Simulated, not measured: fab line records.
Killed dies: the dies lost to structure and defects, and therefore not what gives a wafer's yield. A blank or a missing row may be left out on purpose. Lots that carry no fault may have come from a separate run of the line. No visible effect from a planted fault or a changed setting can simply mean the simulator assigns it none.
Chamber matching | flow nand_harc | NHARC_A_BLC_CMP_25 on cmp-03: 4 sister chambers
The step polishes, t overpolish 30 s, target thk 150 nm. 14 wafers are shown with their chamber, then 6 later ones without.

## WAFERS PAIRED WITH THEIR CHAMBERS
wafer  | chamber | motor_current_A (A) | overpolish_run_s (s) | time_to_endpoint_s (s)
L562.2 | 0       | 13.1                | 30.003               | 31.4
L562.3 | 1       | 12.0                | 29.995               | 29.9
L562.5 | 2       | 12.3                | 30.009               | 30.9
L564.3 | 2       | 12.1                | 29.999               | 28.3
L564.4 | 3       | 10.6                | 29.995               | 32.2
L564.5 | 3       | 10.4                | 29.997               | 30.1
L569.1 | 1       | 12.2                | 30.000               | 30.5
L569.3 | 2       | 12.3                | 30.016               | 30.7
L569.6 | 0       | 13.6                | 29.997               | 29.3
L571.2 | 1       | 11.8                | 29.992               | 29.0
L571.5 | 0       | 13.2                | 29.994               | 31.0
L571.6 | 1       | 12.6                | 30.009               | 31.6
L572.3 | 1       | 12.2                | 30.002               | 31.0
L572.6 | 0       | 12.8                | 30.000               | 33.9

SIGNATURES (averages over the wafers above)
reading            | chamber 0 | chamber 1 | chamber 2 | chamber 3 | scatter within a chamber
motor_current_A    | 13.175    | 12.160    | 12.233    | 10.500    | 0.269
overpolish_run_s   | 29.99850  | 29.99960  | 30.00800  | 29.99600  | 0.00605
time_to_endpoint_s | 31.400    | 30.400    | 29.967    | 31.150    | 1.46
Rule: for each reading, subtract the chamber's mean from the wafer's reading, divide by that reading's scatter and square the result; add these up over the readings and take the root, which gives the wafer's distance from the chamber. If the next closest chamber is less than 2 further off than the closest, the wafer can't be placed; otherwise it belongs to the closest. How the scatter is found: for the shown wafers, subtract from each reading the mean of its chamber, square and add these, divide the total by (wafers less chambers), then take the root.

## WAFERS WITHOUT THEIR CHAMBER
wafer  | motor_current_A (A) | overpolish_run_s (s) | time_to_endpoint_s (s)
L574.4 | 10.5                | 30.001               | 35.1
L574.6 | 10.7                | 29.989               | 32.6
L576.2 | 10.7                | 29.998               | 30.8
L584.1 | 12.1                | 30.015               | 30.1
L584.3 | 10.8                | 30.005               | 33.9
L584.6 | 12.1                | 29.996               | 28.6

## WHICH CHAMBER EACH ONE RAN IN
wafer  | from the rows above     | in truth
L574.4 | 3                       | 3
L574.6 | 3                       | 3
L576.2 | 3                       | 3
L584.1 | can't be placed: 2 or 1 | 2
L584.3 | 3                       | 3
L584.6 | can't be placed: 1 or 2 | 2
Placed correctly: 4 of 6. Can't be placed from these rows: 2 (the true chamber is among the candidates in 2). Wrongly placed: 0.
